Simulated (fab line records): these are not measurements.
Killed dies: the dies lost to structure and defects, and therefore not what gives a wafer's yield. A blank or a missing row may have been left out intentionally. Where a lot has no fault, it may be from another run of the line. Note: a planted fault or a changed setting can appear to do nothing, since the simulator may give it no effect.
A struck lot beside a sound one || flow n5 finfet || 41 steps out of a route of 1938
Sound: wafers L192.1, L192.2, L192.4. Struck: wafers L189.2, L189.5. (L189.4 of the same lot was not struck and is left out.) The cause comes at the end.
For every step that has rows: the tool of each side, followed by ch and its chambers, followed by its first start. Under that, the readings that differ: sound wafers || struck wafers || difference of the means || sigmas: that difference in standard deviations of wafers without a fault.
alike: readings with means less than 2 such deviations apart, plus words and numbers identical on both sides. not compared: withheld readings, readings lacking a value on some wafer, bounds such as >300 that could conceal the same value, and numbers that have no deviation in the record and whose values overlap.
A row with sigmas, a row that says differs or no value, or rows on one side alone: a step with any of these is where the two part. Numbers that don't overlap but have no deviation are shown without sigmas and don't part them. A reading that every wafer of one side lacks parts them only if that side has two wafers or more.

first, 12 steps without rows for these wafers: N5_HKMG_FIN_STRIP_33 (strips in N2/H2); N5_HKMG_FIN_STRIP_34 (strips in CF4); N5_HKMG_FIN_ETCH_35 (etches SOC in N2/H2, target depth 215.8 nm, time 243.4 s); N5_HKMG_FIN_STRIP_92 (strips SOC in N2/H2, time 20 s); N5_HKMG_FIN_WET_ETCH_18 (etches TiN in SC1, time 55 s, target depth 5.2 nm, rinse time 30 s); N5_HKMG_FIN_STRIP_19 (strips in N2/H2, time 360 s); N5_HKMG_FIN_ALD_91 (deposits TiN, target thk 1 nm, pulse time 1 s, purge time 3 s); N5_HKMG_FIN_COAT_85 (time 60 s, resist thk 300 nm); N5_HKMG_FIN_ETCH_86 (etches SOC in N2/H2, stops on TiN, target depth 393.2 nm); N5_HKMG_FIN_STRIP_89 (strips SOC in N2/H2, time 20 s); N5_HKMG_FIN_WET_ETCH_87 (etches TiN in SC1, time 154.2 s, target depth 4.7 nm, rinse time 30 s); N5_HKMG_FIN_STRIP_88 (strips in N2/H2, time 360 s).
N5_HKMG_FIN_NWFM_ALD_20: deposits TiAlC, target thk 2 nm, pulse time 3 s, purge time 2 s.
  sound on ald metal-01 ch 0,1,2, day 7 02:55; struck on ald metal-03 ch 0, day 6 08:02
{"reading": "ald cycles", "sound": "7 7 7", "struck": "11 11", "difference": "+4", "sigmas": ""}
{"reading": "model.TiAlC_of_HKMG_FIN_NWFM_ALD_20.thk nm (nm)", "sound": "2 2 2", "struck": "3.2 3.2", "difference": "+1.2", "sigmas": ""}
  alike: heater power outer w, heater power w, precursor pulse height rel
then, 26 steps without rows for these wafers: N5_HKMG_FIN_ALD_71 (deposits TiN, target thk 1 nm, pulse time 1 s, purge time 3 s); N5_HKMG_FIN_COAT_66 (time 60 s, resist thk 300 nm); N5_HKMG_FIN_ETCH_67 (etches SOC in N2/H2, stops on TiN, target depth 388.9 nm); N5_HKMG_FIN_STRIP_90 (strips SOC in N2/H2, time 20 s); N5_HKMG_FIN_WET_ETCH_73 (etches the open film in SC1, time 42.3 s, target depth 1.3 nm, rinse time 30 s); N5_HKMG_FIN_ETCHBACK_68 (etches the open film in Cl2/Ar, stops on HfO2, target depth 0.5 nm); N5_HKMG_FIN_STRIP_69 (strips in N2/H2, time 360 s); N5_HKMG_FIN_ALD_21 (deposits TiN, target thk 1.5 nm, pulse time 1 s, purge time 3 s); N5_HKMG_FIN_ALD_72 (deposits W, target thk 2 nm, pulse time 1 s, purge time 2 s); N5_HKMG_FIN_W_FILL_22 (material W, target thk 60 nm, time 18.2 s); N5_HKMG_FIN_PRECLEAN_83 (cleans in DIW, time 57.5 s); N5_HKMG_FIN_SRD_84 (dry time 32 s); N5_HKMG_FIN_CMP_23 (polishes, stops on SiNx, t overpolish 10 s, target thk 46.326 nm); N5_HKMG_FIN_CMP_94 (polishes, stops on SiNx, t overpolish 4.7 s, target thk 43.299 nm); N5_GATE_CUT_ETCHBACK_00 (etches W in SF6/Cl2); N5_GATE_CUT_ETCH_56 (etches TiN in Cl2/Ar, target depth 21.6 nm); N5_GATE_CUT_ETCHBACK_30 (etches TiN in Cl2/Ar, target depth 3 nm); N5_GATE_CUT_VAPOR_ETCH_60 (etches HfO2 in BCl3/Cl2); N5_GATE_CUT_ETCH_58 (etches SiNx in CH3F/O2, target depth 17 nm, time 128.6 s); N5_GATE_CUT_STRIP_59 (strips in N2/H2, time 20 s); N5_GATE_CUT_PRECLEAN_31 (cleans in DIW, time 300 s); N5_GATE_CUT_SRD_32 (time 30 s); N5_GATE_CUT_SAC_CAP_01 (material SiNx, target thk 24 nm, pulse time 1 s, ald cycles 480); N5_GATE_CUT_PECVD_57 (deposits SiNx from SiH4/NH3/N2, target thk 21 nm); N5_GATE_CUT_CMP_02 (polishes, stops on SiO2, t overpolish 12.7 s, target thk 0 nm); N5_GATE_CUT_HM_DEP_46 (deposits SiO2 from TEOS/O2, target thk 130 nm, time 26.6 s).
-- record jumps: 5 days separate the struck wafers' starts on either side; left off in module GATE_CUT, taken up again in module BEOL_M4, whose first shown step is the route's number 1111 --
N5_BEOL_M4_RC_MEAS_101:
  sound on prober-02 ch 0, day 12 08:47; struck on prober-01 ch 0, day 11 00:51
{"reading": "IOFF_N (nA/um)", "sound": "0.15 0.17 0.17", "struck": "1.08 1.32", "difference": "+1.04", "sigmas": "+30"}
{"reading": "IOFF_N_85C (nA/um)", "sound": "3.1 3.3 3.3", "struck": "15.6 18.3", "difference": "+13.7", "sigmas": "+24"}
{"reading": "IOFF_N_LIN (nA/um)", "sound": "0.074 0.077 0.077", "struck": "0.499 0.594", "difference": "+0.470", "sigmas": "+36"}
{"reading": "IOFF_N_LONG (nA/um)", "sound": "5.29e-05 5.42e-05 5.29e-05", "struck": "0.0002829 0.0002886", "difference": "+0.0002324", "sigmas": "+99 or more"}
{"reading": "IOFF_P_LONG (nA/um)", "sound": "9.8e-05 0.0001 0.000101", "struck": "6.2e-05 6.3e-05", "difference": -3.7e-05, "sigmas": -5}
{"reading": "ION_N (uA/um)", "sound": "666 678 669", "struck": "794 799", "difference": "+126", "sigmas": "+10"}
{"reading": "ION_P (uA/um)", "sound": "456 459 458", "struck": "442 445", "difference": -14, "sigmas": -2}
{"reading": "VT_N (mV)", "sound": "248 250 248", "struck": "194 192", "difference": -56, "sigmas": -16}
{"reading": "VT_N_LONG (mV)", "sound": "272.3 273.2 277.7", "struck": "217.5 218.1", "difference": -56.6, "sigmas": -30}
{"reading": "VT_N_LVT (mV)", "sound": "99 99 99", "struck": "42 39", "difference": -58, "sigmas": -16}
{"reading": "VT_P (mV)", "sound": "-252 -250 -253", "struck": "-263 -262", "difference": -11, "sigmas": -4}
{"reading": "VT_P_LONG (mV)", "sound": "-281.2 -277.1 -276.8", "struck": "-295.9 -297.0", "difference": -18.1, "sigmas": -7}
{"reading": "VT_P_LVT (mV)", "sound": "-102.5 -100.0 -100.5", "struck": "-111.7 -109.6", "difference": -9.7, "sigmas": -4}
  alike: DIBL_N, DIBL_P, IOFF_P, SS_N, SS_P
-- a jump in the record: the struck wafers' starts before and after are 4 days apart (it breaks off in module BEOL_M4 and resumes in module PASSIVATION, where the first step shown is number 1936 of the route) --
N5_PASSIVATION_PROBE_49:
  sound on prober-01, day 16 17:55; struck on prober-02, day 15 11:11
{"reading": "defect limited yield (%)", "sound": "91.4 89.6 90.5", "struck": "93.6 94.4", "difference": "+3.5", "sigmas": "+2"}
{"reading": "killed_at_M0_to_M3", "sound": "43 48 54", "struck": "22 30", "difference": -22, "sigmas": -2}
{"reading": "killed_at_M4_up", "sound": "22 21 11", "struck": "11 1", "difference": -12, "sigmas": -2}
{"reading": "killed dies", "sound": "101 123 112", "struck": "76 66", "difference": -41, "sigmas": -2}
{"reading": "killed open", "sound": "71 91 63", "struck": "45 43", "difference": -31, "sigmas": -2}
{"reading": "sort_bin_4_leakage (%)", "sound": "0 0 0", "struck": "93.56 94.41", "difference": "+93.98", "sigmas": "+99 or more"}
{"reading": "sort_bin_5_function (%)", "sound": "5.5 6.1 4.5", "struck": "3.5 3.0", "difference": -2.1, "sigmas": -2}
{"reading": "sort n pass", "sound": "1079 1057 1068", "struck": "0 0", "difference": -1068, "sigmas": -63}
{"reading": "sort yield pct (%)", "sound": "91.4 89.6 90.5", "struck": "0 0", "difference": -90, "sigmas": -65}
  alike: killed at contacts, killed at front end, killed at other, killed short, sort_bin_6_memory, sort_bin_8_speed

== WHERE THEY PART ==
Last at N5_PASSIVATION_PROBE_49 as far as this record goes, first at N5_BEOL_M4_RC_MEAS_101.

WHY: what the simulator had put in
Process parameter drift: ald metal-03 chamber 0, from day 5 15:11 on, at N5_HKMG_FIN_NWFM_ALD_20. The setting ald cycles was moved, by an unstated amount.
